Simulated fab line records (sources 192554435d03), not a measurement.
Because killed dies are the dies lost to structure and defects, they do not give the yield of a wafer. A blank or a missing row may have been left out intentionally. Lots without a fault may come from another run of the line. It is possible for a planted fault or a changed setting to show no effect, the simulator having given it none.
Which of the tools did it? | flow n5-finfet | 24 lots, 72 wafers sampled, at 5 steps of a route of 1938

## WHAT EACH GAUGE READ, for each wafer
N5_BEOL_M0_SAQP_INSPECT_16: inspects for defects (brightfield). Usual: raw-defect-count reads 506 (standard deviation 130).
lot  | measured     | on                | raw-defect-count | flag
L074 | day 5 17:48  | defect-inspect-02 | 340 581 545      |
L075 | day 5 21:23  | defect-inspect-01 | 350 360 511      |
L076 | day 6 02:11  | defect-inspect-02 | 379 556 431      |
L077 | day 6 02:49  | defect-inspect-01 | 478 415 575      |
L078 | day 6 14:02  | defect-inspect-01 | 409 458 444      |
L079 | day 6 18:26  | defect-inspect-02 | 534 557 448      |
L080 | day 6 20:37  | defect-inspect-01 | 418 367 353      |
L081 | day 7 01:16  | defect-inspect-02 | 516 552 575      |
L082 | day 7 08:46  | defect-inspect-01 | 431 381 309      |
L083 | day 7 17:16  | defect-inspect-02 | 574 715 433      |
L084 | day 8 09:59  | defect-inspect-01 | 722 591 784      |
L086 | day 8 10:45  | defect-inspect-02 | 444 431 359      |
L085 | day 8 14:04  | defect-inspect-01 | 772 672 590      |
L087 | day 8 14:13  | defect-inspect-01 | 354 641 526      |
L088 | day 8 23:53  | defect-inspect-02 | 533 528 363      |
L089 | day 9 06:59  | defect-inspect-02 | 546 743 581      |
L090 | day 9 10:56  | defect-inspect-02 | 388 610 405      |
L091 | day 9 17:15  | defect-inspect-01 | 365 816 448      |
L092 | day 10 03:16 | defect-inspect-02 | 455 384 334      |
L093 | day 10 06:34 | defect-inspect-02 | 452 538 476      |
L094 | day 10 13:32 | defect-inspect-01 | 364 377 275      |
L097 | day 11 04:37 | defect-inspect-01 | 339 396 365      |
L095 | day 11 04:56 | defect-inspect-02 | 520 344 398      |
L096 | day 11 05:06 | defect-inspect-02 | 648 512 576      |

N5_BEOL_M0_SAQP_CD_MEAS_25: the cd target is 13.1 nm. Usual: cd-nm reads 12.77 nm (standard deviation 0.21).
lot  | measured     | on        | cd-nm (nm)        | flag
L074 | day 5 19:26  | cd-sem-01 | 12.67 12.44 12.81 |
L075 | day 5 22:59  | cd-sem-01 | 12.74 12.86 13.13 |
L076 | day 6 03:58  | cd-sem-01 | 12.91 13.12 12.74 |
L077 | day 6 04:24  | cd-sem-03 | 12.93 12.60 12.86 |
L078 | day 6 17:38  | cd-sem-01 | 12.46 12.53 12.23 |
L079 | day 6 20:13  | cd-sem-01 | 12.47 12.69 12.78 |
L080 | day 6 22:37  | cd-sem-02 | 12.91 12.86 12.93 |
L081 | day 7 02:53  | cd-sem-02 | 13.27 12.81 12.74 |
L082 | day 7 11:40  | cd-sem-02 | 12.82 13.04 12.69 |
L083 | day 7 18:52  | cd-sem-01 | 13.06 13.03 13.06 |
L084 | day 8 12:11  | cd-sem-02 | 12.76 12.66 12.66 |
L086 | day 8 12:36  | cd-sem-03 | 12.90 12.85 12.80 |
L085 | day 8 15:39  | cd-sem-01 | 12.37 13.03 12.76 |
L087 | day 8 15:54  | cd-sem-01 | 12.71 12.97 12.78 |
L088 | day 9 02:04  | cd-sem-03 | 12.66 12.62 12.63 |
L089 | day 9 08:34  | cd-sem-03 | 13.08 12.65 12.87 |
L090 | day 9 12:39  | cd-sem-03 | 13.15 12.83 12.42 |
L091 | day 9 18:58  | cd-sem-02 | 12.84 12.81 12.90 |
L092 | day 10 05:49 | cd-sem-02 | 12.86 13.14 12.98 |
L093 | day 10 08:16 | cd-sem-03 | 12.79 13.03 12.99 |
L094 | day 10 15:16 | cd-sem-02 | 12.66 12.57 12.50 |
L097 | day 11 08:20 | cd-sem-03 | 12.50 12.80 12.87 |
L095 | day 11 08:38 | cd-sem-02 | 12.99 12.81 13.02 |
L096 | day 11 08:40 | cd-sem-03 | 12.56 12.77 12.84 |

## EACH LOT AND THE TOOL THAT RAN IT (in order: tool; ch and the chambers of the sampled wafers; start)
lot  | N5_BEOL_M0_SAQP_ETCH_83            | N5_BEOL_M0_SAQP_HM_OPEN_112        | N5_BEOL_M0_SAQP_RECESS_114
L074 | rie-diel-06 ch 0,1,3, day 5 17:54  | rie-diel-06 ch 0,1,3, day 5 18:04  | vapor-etch-02 ch 0,1, day 5 18:22
L075 | rie-diel-05 ch 0,1,2, day 5 21:27  | rie-diel-05 ch 0,1,2, day 5 21:36  | vapor-etch-01 ch 0,1, day 5 21:55
L076 | rie-diel-06 ch 0,2,3, day 6 02:15  | rie-diel-06 ch 0,2,3, day 6 02:25  | vapor-etch-01 ch 0,1, day 6 02:44
L077 | rie-diel-05 ch 0,1,2, day 6 02:52  | rie-diel-05 ch 0,1,2, day 6 03:02  | vapor-etch-02 ch 0,1, day 6 03:21
L078 | rie-diel-05 ch 0,1, day 6 14:07    | rie-diel-05 ch 0,1, day 6 14:16    | vapor-etch-01 ch 0,1, day 6 14:35
L079 | rie-diel-04 ch 1,2, day 6 18:31    | rie-diel-04 ch 1,2, day 6 18:40    | vapor-etch-01 ch 0,1, day 6 18:59
L080 | rie-diel-04 ch 0,1,2, day 6 20:41  | rie-diel-04 ch 0,1,2, day 6 20:51  | vapor-etch-01 ch 0,1, day 6 21:20
L081 | rie-diel-04 ch 1,2, day 7 01:21    | rie-diel-04 ch 1,2, day 7 01:31    | vapor-etch-02 ch 0,1, day 7 01:50
L082 | rie-diel-05 ch 1,2, day 7 08:56    | rie-diel-05 ch 1,2, day 7 09:05    | vapor-etch-01 ch 0,1, day 7 09:35
L083 | rie-diel-04 ch 1,3, day 7 17:20    | rie-diel-04 ch 1,3, day 7 17:29    | vapor-etch-01 ch 0,1, day 7 17:56
L084 | rie-diel-05 ch 1,2,3, day 8 10:04  | rie-diel-05 ch 1,2,3, day 8 10:14  | vapor-etch-01 ch 0,1, day 8 10:48
L086 | rie-diel-04 ch 0,3, day 8 11:04    | rie-diel-04 ch 0,3, day 8 11:13    | vapor-etch-02 ch 0,1, day 8 11:33
L085 | rie-diel-06 ch 0,2,3, day 8 14:07  | rie-diel-06 ch 0,2,3, day 8 14:17  | vapor-etch-01 ch 0,1, day 8 14:43
L087 | rie-diel-06 ch 2,3, day 8 14:23    | rie-diel-06 ch 2,3, day 8 14:32    | vapor-etch-02 ch 0,1, day 8 14:51
L088 | rie-diel-04 ch 1,2,3, day 9 00:28  | rie-diel-04 ch 1,2,3, day 9 00:38  | vapor-etch-01 ch 0,1, day 9 00:57
L089 | rie-diel-05 ch 0,2,3, day 9 07:02  | rie-diel-05 ch 0,2,3, day 9 07:12  | vapor-etch-02 ch 0,1, day 9 07:31
L090 | rie-diel-05 ch 0,1,3, day 9 11:01  | rie-diel-05 ch 0,1,3, day 9 11:11  | vapor-etch-01 ch 0,1, day 9 11:43
L091 | rie-diel-05 ch 0,1, day 9 17:26    | rie-diel-05 ch 0,1, day 9 17:35    | vapor-etch-02 ch 0,1, day 9 17:54
L092 | rie-diel-04 ch 2,3, day 10 03:43   | rie-diel-04 ch 2,3, day 10 03:53   | vapor-etch-01 ch 0,1, day 10 04:26
L093 | rie-diel-06 ch 1,2,3, day 10 06:44 | rie-diel-06 ch 1,2,3, day 10 06:54 | vapor-etch-01 ch 0,1, day 10 07:13
L094 | rie-diel-04 ch 0,2,3, day 10 13:42 | rie-diel-04 ch 0,2,3, day 10 13:52 | vapor-etch-02 ch 1, day 10 14:12
L097 | rie-diel-05 ch 0,2,3, day 11 04:41 | rie-diel-05 ch 0,2,3, day 11 04:51 | vapor-etch-02 ch 0, day 11 05:11
L095 | rie-diel-04 ch 0,2, day 11 05:00   | rie-diel-04 ch 0,2, day 11 05:10   | vapor-etch-02 ch 0,1, day 11 05:33
L096 | rie-diel-06 ch 0,2,3, day 11 05:10 | rie-diel-06 ch 0,2,3, day 11 05:19 | vapor-etch-01 ch 0,1, day 11 05:38
- N5_BEOL_M0_SAQP_ETCH_83: etches SiARC in CF4, target depth 39 nm, time 65 s.
- N5_BEOL_M0_SAQP_HM_OPEN_112: chemistry CHF3/O2, target SiO2, stops on a-Si, target depth 12 nm, time 13.5 s.
- N5_BEOL_M0_SAQP_RECESS_114: chemistry HF/NH3, target SiO2, target depth 14.4 nm, afs cycles 3, sublimation time 60 s.

## WHAT THE TOOLS THEMSELVES READ (means of the sampled wafers that have a number; where no wafer has one, the mark that the record gives instead)
N5_BEOL_M0_SAQP_ETCH_83. Usual: drypump-motor-current-A 5.7 A, standard deviation 0.42; etch-rf-on-time-s 64.9 s, standard deviation 1; oes-product-au 0.66 a.u., standard deviation 0.072; rf-vpp-V 184.1 V, standard deviation 1.1; showerhead-plenum-p-Torr 2.14 Torr, standard deviation 0.063; throttle-valve-pct 15.70 %, standard deviation 0.23.
lot  | tool        | drypump-motor-current-A (A) | etch-rf-on-time-s (s) | oes-product-au (a.u.) | rf-vpp-V (V) | showerhead-plenum-p-Torr (Torr) | throttle-valve-pct (%) | flag
L074 | rie-diel-06 | 5.6                         | 64.6                  | 0.64                  | 184.9        | 2.16                            | 15.59                  |
L075 | rie-diel-05 | 5.6                         | 64.7                  | 0.67                  | 185.6        | 2.15                            | 15.73                  |
L076 | rie-diel-06 | 5.6                         | 65.3                  | 0.63                  | 184.5        | 2.22                            | 15.57                  |
L077 | rie-diel-05 | 5.5                         | 64.9                  | 0.67                  | 185.0        | 2.15                            | 15.73                  |
L078 | rie-diel-05 | 5.8                         | 66.1                  | 0.62                  | 183.0        | 2.16                            | 15.91                  |
L079 | rie-diel-04 | 6.1                         | 65.7                  | 0.57                  | 184.8        | 2.17                            | 15.94                  |
L080 | rie-diel-04 | 6.0                         | 64.0                  | 0.63                  | 184.4        | 2.13                            | 15.87                  |
L081 | rie-diel-04 | 6.3                         | 65.2                  | 0.56                  | 183.7        | 2.13                            | 16.08                  |
L082 | rie-diel-05 | 5.4                         | 64.8                  | 0.66                  | 184.4        | 2.09                            | 15.65                  |
L083 | rie-diel-04 | 5.4                         | 64.6                  | 0.64                  | 184.4        | 2.17                            | 15.86                  |
L084 | rie-diel-05 | 5.4                         | 65.3                  | 0.69                  | 183.5        | 2.10                            | 15.53                  |
L086 | rie-diel-04 | 5.3                         | 64.5                  | 0.68                  | 184.0        | 2.13                            | 15.79                  |
L085 | rie-diel-06 | 5.6                         | 65.1                  | 0.62                  | 184.2        | 2.21                            | 15.61                  |
L087 | rie-diel-06 | 5.7                         | 66.6                  | 0.61                  | 185.5        | 2.21                            | 15.65                  |
L088 | rie-diel-04 | 5.8                         | 64.5                  | 0.69                  | 184.4        | 2.15                            | 15.79                  |
L089 | rie-diel-05 | 5.6                         | 66.1                  | 0.68                  | 184.4        | 2.15                            | 15.63                  |
L090 | rie-diel-05 | 5.7                         | 65.4                  | 0.64                  | 184.6        | 2.11                            | 15.73                  |
L091 | rie-diel-05 | 5.8                         | 65.8                  | 0.61                  | 184.4        | 2.15                            | 15.96                  |
L092 | rie-diel-04 | 6.0                         | 62.9                  | 0.76                  | 184.1        | 2.11                            | 15.73                  |
L093 | rie-diel-06 | 5.6                         | 65.9                  | 0.61                  | 184.4        | 2.16                            | 15.70                  |
L094 | rie-diel-04 | 5.7                         | 63.8                  | 0.72                  | 183.7        | 2.11                            | 15.74                  |
L097 | rie-diel-05 | 5.6                         | 65.6                  | 0.67                  | 183.9        | 2.15                            | 15.66                  |
L095 | rie-diel-04 | 5.9                         | 63.5                  | 0.73                  | 183.2        | 2.08                            | 15.65                  |
L096 | rie-diel-06 | 5.6                         | 64.9                  | 0.69                  | 184.8        | 2.20                            | 15.47                  |

N5_BEOL_M0_SAQP_HM_OPEN_112. Usual: drypump-motor-current-A 5.7 A, standard deviation 0.42; oes-product-au 0.50 a.u., standard deviation 0.053; rf-vpp-V 525 V, standard deviation 6.1; showerhead-plenum-p-Torr 2.41 Torr, standard deviation 0.074; throttle-valve-pct 18.91 %, standard deviation 0.23.
lot  | tool        | drypump-motor-current-A (A) | oes-product-au (a.u.) | rf-vpp-V (V) | showerhead-plenum-p-Torr (Torr) | throttle-valve-pct (%) | flag
L074 | rie-diel-06 | 5.6                         | 0.48                  | 527          | 2.44                            | 18.78                  |
L075 | rie-diel-05 | 5.6                         | 0.51                  | 525          | 2.42                            | 18.94                  |
L076 | rie-diel-06 | 5.6                         | 0.48                  | 532          | 2.50                            | 18.77                  |
L077 | rie-diel-05 | 5.5                         | 0.51                  | 524          | 2.42                            | 18.95                  |
L078 | rie-diel-05 | 5.8                         | 0.48                  | 528          | 2.43                            | 19.13                  |
L079 | rie-diel-04 | 6.1                         | 0.44                  | 530          | 2.44                            | 19.11                  |
L080 | rie-diel-04 | 6.0                         | 0.46                  | 527          | 2.40                            | 19.05                  |
L081 | rie-diel-04 | 6.3                         | 0.44                  | 525          | 2.40                            | 19.23                  |
L082 | rie-diel-05 | 5.4                         | 0.50                  | 525          | 2.35                            | 18.86                  |
L083 | rie-diel-04 | 5.4                         | 0.49                  | 523          | 2.44                            | 19.10                  |
L084 | rie-diel-05 | 5.4                         | 0.52                  | 522          | 2.36                            | 18.73                  |
L086 | rie-diel-04 | 5.3                         | 0.51                  | 519          | 2.40                            | 19.05                  |
L085 | rie-diel-06 | 5.6                         | 0.47                  | 533          | 2.49                            | 18.78                  |
L087 | rie-diel-06 | 5.7                         | 0.48                  | 535          | 2.49                            | 18.86                  |
L088 | rie-diel-04 | 5.9                         | 0.52                  | 522          | 2.42                            | 19.02                  |
L089 | rie-diel-05 | 5.5                         | 0.53                  | 523          | 2.42                            | 18.83                  |
L090 | rie-diel-05 | 5.7                         | 0.49                  | 525          | 2.37                            | 18.92                  |
L091 | rie-diel-05 | 5.8                         | 0.46                  | 527          | 2.42                            | 19.17                  |
L092 | rie-diel-04 | 6.0                         | 0.57                  | 516          | 2.37                            | 19.00                  |
L093 | rie-diel-06 | 5.7                         | 0.47                  | 530          | 2.43                            | 18.89                  |
L094 | rie-diel-04 | 5.8                         | 0.54                  | 520          | 2.37                            | 18.99                  |
L097 | rie-diel-05 | 5.6                         | 0.52                  | 521          | 2.41                            | 18.86                  |
L095 | rie-diel-04 | 5.9                         | 0.54                  | 522          | 2.34                            | 18.88                  |
L096 | rie-diel-06 | 5.6                         | 0.52                  | 532          | 2.48                            | 18.69                  |

N5_BEOL_M0_SAQP_RECESS_114. Usual: drypump-motor-current-A 6.1 A, standard deviation 0.31; foreline-p-Torr 0.1280 Torr, standard deviation 0.00048.
lot  | tool          | drypump-motor-current-A (A) | foreline-p-Torr (Torr) | flag
L074 | vapor-etch-02 | 5.9                         | 0.1273                 |
L075 | vapor-etch-01 | 6.0                         | 0.1279                 |
L076 | vapor-etch-01 | 6.1                         | 0.1277                 |
L077 | vapor-etch-02 | 5.9                         | 0.1282                 |
L078 | vapor-etch-01 | 6.0                         | 0.1281                 |
L079 | vapor-etch-01 | 6.1                         | 0.1279                 |
L080 | vapor-etch-01 | 6.0                         | 0.1279                 |
L081 | vapor-etch-02 | 5.9                         | 0.1283                 |
L082 | vapor-etch-01 | 6.0                         | 0.1279                 |
L083 | vapor-etch-01 | 6.1                         | 0.1283                 |
L084 | vapor-etch-01 | 6.0                         | 0.1281                 |
L086 | vapor-etch-02 | 6.2                         | 0.1280                 |
L085 | vapor-etch-01 | 6.1                         | 0.1280                 |
L087 | vapor-etch-02 | 5.9                         | 0.1274                 |
L088 | vapor-etch-01 | 6.1                         | 0.1282                 |
L089 | vapor-etch-02 | 6.1                         | 0.1286                 |
L090 | vapor-etch-01 | 6.2                         | 0.1284                 |
L091 | vapor-etch-02 | 6.2                         | 0.1279                 |
L092 | vapor-etch-01 | 6.2                         | 0.1280                 |
L093 | vapor-etch-01 | 6.0                         | 0.1280                 |
L094 | vapor-etch-02 | 5.6                         | 0.1274                 |
L097 | vapor-etch-02 | 6.5                         | 0.1283                 |
L095 | vapor-etch-02 | 5.9                         | 0.1281                 |
L096 | vapor-etch-01 | 6.2                         | 0.1284                 |

## THE ANSWER, worked out from the rows above alone
Rule: a lot is off if the mean of its wafers that have a number lies more than 3 standard deviations from the usual mean. A lot without any number at a reading at which 4 lots or more have one is off too. The other lots that the step has rows for count as sound. First the gauges in route order, then the tools' own readings, where a lot's mean is used as printed above. The first step at which some lot is off is used, and at that step the reading that is off furthest; a lot without a number counts as furthest.
No lot is off at any reading shown: from this, nothing can be told.

## WHAT HAD BEEN PUT IN BY THE SIMULATOR
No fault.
